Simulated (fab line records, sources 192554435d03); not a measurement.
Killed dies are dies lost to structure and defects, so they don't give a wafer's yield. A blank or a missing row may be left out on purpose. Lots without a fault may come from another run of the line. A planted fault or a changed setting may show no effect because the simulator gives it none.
Which tool did it? | flow n5_finfet | 9 lots, 27 wafers sampled, at 4 steps of a route of 1938

WHAT THE GAUGES READ, wafer by wafer
N5_SD_EPI_P_INSPECT_26: inspects for defects (darkfield).
lot  | measured    | on                | raw_defect_count
L146 | day 3 16:17 | defect_inspect-02 | 152 158 228
L151 | day 5 02:28 | defect_inspect-02 | 202 217 243
L156 | day 6 04:27 | defect_inspect-01 | 1370 1355 1452
L157 | day 6 11:19 | defect_inspect-02 | 1387 1390 1489
L158 | day 6 20:40 | defect_inspect-01 | 1389 1377 1377
L164 | day 8 05:57 | defect_inspect-02 | 165 145 144
L165 | day 8 12:04 | defect_inspect-02 | 139 157 164
L166 | day 8 17:26 | defect_inspect-02 | 189 187 125
L167 | day 8 20:43 | defect_inspect-02 | 177 119 116

WHICH TOOL RAN EACH LOT (tool, then ch and the chambers of the sampled wafers, then the start)
lot  | N5_SD_EPI_N_VAPOR_ETCH_50      | N5_SD_EPI_P_ETCHBACK_46           | N5_SD_EPI_P_STRIP_40
L146 | epi_rpcvd-03 ch 0, day 3 09:19 | rie_diel-04 ch 0,1,3, day 3 12:57 | plasma_asher-01 ch 0,1, day 3 13:25
L151 | epi_rpcvd-01 ch 0, day 4 17:13 | rie_diel-04 ch 2,3, day 4 22:20   | plasma_asher-02 ch 0,1, day 4 22:45
L156 | epi_rpcvd-03 ch 0, day 5 21:08 | rie_diel-02 ch 2,3, day 6 01:08   | plasma_asher-01 ch 0, day 6 01:32
L157 | epi_rpcvd-03 ch 0, day 6 02:26 | rie_diel-02 ch 0,1,2, day 6 07:10 | plasma_asher-01 ch 0,1, day 6 07:35
L158 | epi_rpcvd-02 ch 0, day 6 14:01 | rie_diel-02 ch 1,3, day 6 17:22   | plasma_asher-02 ch 0,1, day 6 17:47
L164 | epi_rpcvd-03 ch 0, day 7 21:44 | rie_diel-04 ch 0,1, day 8 01:48   | plasma_asher-01 ch 0,1, day 8 02:13
L165 | epi_rpcvd-03 ch 0, day 8 04:01 | rie_diel-04 ch 0,2,3, day 8 07:55 | plasma_asher-02 ch 0,1, day 8 08:21
L166 | epi_rpcvd-03 ch 0, day 8 09:00 | rie_diel-04 ch 0,2, day 8 13:18   | plasma_asher-02 ch 0,1, day 8 13:43
L167 | epi_rpcvd-02 ch 0, day 8 13:56 | rie_diel-02 ch 0,1,3, day 8 17:25 | plasma_asher-01 ch 0,1, day 8 17:50
- N5_SD_EPI_N_VAPOR_ETCH_50: etches Si in HCl, time 54 s.
- N5_SD_EPI_P_ETCHBACK_46: etches SiNx in CH3F/O2, stops on SiO2, target depth 17.5 nm.
- N5_SD_EPI_P_STRIP_40: strips in N2/H2.

THE ANSWER, worked out from the rows above alone
Rule: what is usual is taken from the lots themselves. Put in order of their means at a reading, lots are off if they are a third of the lots or fewer, leave a main group of 4 or more, and stand apart from it by a gap of 3 or more times the standard deviation of the main group's means; of several such gaps the widest counts. A main group whose means are all the same, to the digits that the tables above print for the reading, isn't used. A lot without any number at a reading at which 4 lots or more have one is off too. The other lots that the step has rows for count as sound.
Off: L156, L157, L158, at N5_SD_EPI_P_INSPECT_26 (raw_defect_count). The main group: mean 168, standard deviation 27.
A tool fits if, at a process step before that reading, it ran every lot that is off, and no sound lot after the first of them. The gauges at N5_SD_EPI_P_INSPECT_26 are tried like those tools. None of those tried fits.

WHAT THE SIMULATOR HAD PUT IN
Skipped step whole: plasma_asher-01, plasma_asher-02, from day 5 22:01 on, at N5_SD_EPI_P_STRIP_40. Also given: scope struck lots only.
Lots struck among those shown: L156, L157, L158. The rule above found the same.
